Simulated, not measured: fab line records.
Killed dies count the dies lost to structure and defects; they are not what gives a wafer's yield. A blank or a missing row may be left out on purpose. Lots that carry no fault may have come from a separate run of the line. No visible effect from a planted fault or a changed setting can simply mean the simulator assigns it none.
Matching of chambers | flow n5 finfet | N5_HKMG_FIN_CVD_62 on thermal cvd si-02 has 3 sister chambers
The step deposits a-Si from Si2H6, target thk 3 nm, time 20.8 s. 14 wafers are shown with their chamber, then 7 later ones without.

## WAFERS, EACH WITH ITS CHAMBER
wafer  | chamber | heater power w (W)
L753.1 | 2       | 1384
L753.4 | 1       | 1101
L753.5 | 0       | 1472
L755.1 | 1       | 1117
L755.2 | 2       | 1410
L755.4 | 1       | 1116
L761.2 | 1       | 1107
L761.4 | 1       | 1116
L761.6 | 0       | 1441
L769.1 | 1       | 1150
L769.3 | 2       | 1428
L769.4 | 0       | 1446
L773.1 | 2       | 1455
L773.5 | 2       | 1429

SIGNATURES, as means of the wafers listed above
reading        | chamber 0 | chamber 1 | chamber 2 | scatter within a chamber
heater power w | 1453.00   | 1117.83   | 1421.20   | 20.8
Rule: for each reading, subtract the chamber's mean from the wafer's reading, divide by that reading's scatter and square the result; add these up over the readings and take the root, which gives the wafer's distance from the chamber. If the next closest chamber is less than 2 further off than the closest, the wafer can't be placed; otherwise it belongs to the closest. The scatter: take each reading less its chamber's mean, square it, sum over the shown wafers, divide by the number of wafers less the number of chambers, and take the root.

## WAFERS WITHOUT THEIR CHAMBER
wafer  | heater power w (W)
L773.6 | 1471
L775.1 | 1441
L775.4 | 1431
L775.5 | 1139
L776.1 | 1426
L776.3 | 1459
L776.5 | 1485

## THE CHAMBER EACH PASSED THROUGH
wafer  | from the rows above     | in truth
L773.6 | can't be placed: 0 or 2 | 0
L775.1 | can't be placed: 0 or 2 | 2
L775.4 | can't be placed: 2 or 0 | 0
L775.5 | 1                       | 1
L776.1 | can't be placed: 2 or 0 | 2
L776.3 | can't be placed: 0 or 2 | 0
L776.5 | can't be placed: 0 or 2 | 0
Correct placement for 1 of the 7. Not placeable from these rows: 6 (in 6, the candidates include the true chamber). Wrongly placed: 0.
